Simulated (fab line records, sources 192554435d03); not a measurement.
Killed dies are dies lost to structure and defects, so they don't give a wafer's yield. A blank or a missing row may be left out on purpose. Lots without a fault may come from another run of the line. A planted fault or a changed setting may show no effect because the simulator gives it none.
Chamber matching | flow n5_finfet | N5_BEOL_M0_DEP_125 on pecvd-04: 3 sister chambers
The step deposits SiCN from 3MS/NH3, target thk 8 nm, time 14 s. 3 wafers are shown with their chamber, then 8 later ones without.

WAFERS WITH THEIR CHAMBER
wafer  | chamber | showerhead_plenum_p_Torr (Torr)
L087.1 | 1       | 3.678
L087.6 | 0       | 3.654
L093.1 | 2       | 3.672

WAFERS WITHOUT THEIR CHAMBER
wafer  | showerhead_plenum_p_Torr (Torr)
L093.2 | 3.642
L093.4 | 3.691
L096.3 | 3.678
L096.5 | 3.648
L096.6 | 3.685
L097.1 | 3.672
L097.5 | 3.678
L097.6 | 3.675

WHICH CHAMBER EACH WENT THROUGH
wafer  | from the rows above     | in truth
L093.2 | 0                       | 0
L093.4 | can't be placed: 1 or 2 | 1
L096.3 | can't be placed: 1 or 2 | 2
L096.5 | 0                       | 0
L096.6 | can't be placed: 1 or 2 | 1
L097.1 | can't be placed: 2 or 1 | 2
L097.5 | can't be placed: 1 or 2 | 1
L097.6 | can't be placed: 2 or 1 | 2
Placed correctly: 2 of 8. Can't be placed from these rows: 6 (the true chamber is among the candidates in 6). Placed wrongly: 0.
How it was worked out, from the rows above alone: a wafer's distance from a chamber is the root of the sum, over the readings, of the square of ((its reading less the chamber's mean) divided by the reading's scatter). The wafer belongs to the nearest chamber; if the next one is less than 2 further off, it can't be placed. A chamber's mean is the mean of its shown wafers. The scatter: with one shown wafer a chamber, the root of the mean of the squares of how far each hidden wafer lies from its nearest shown one.
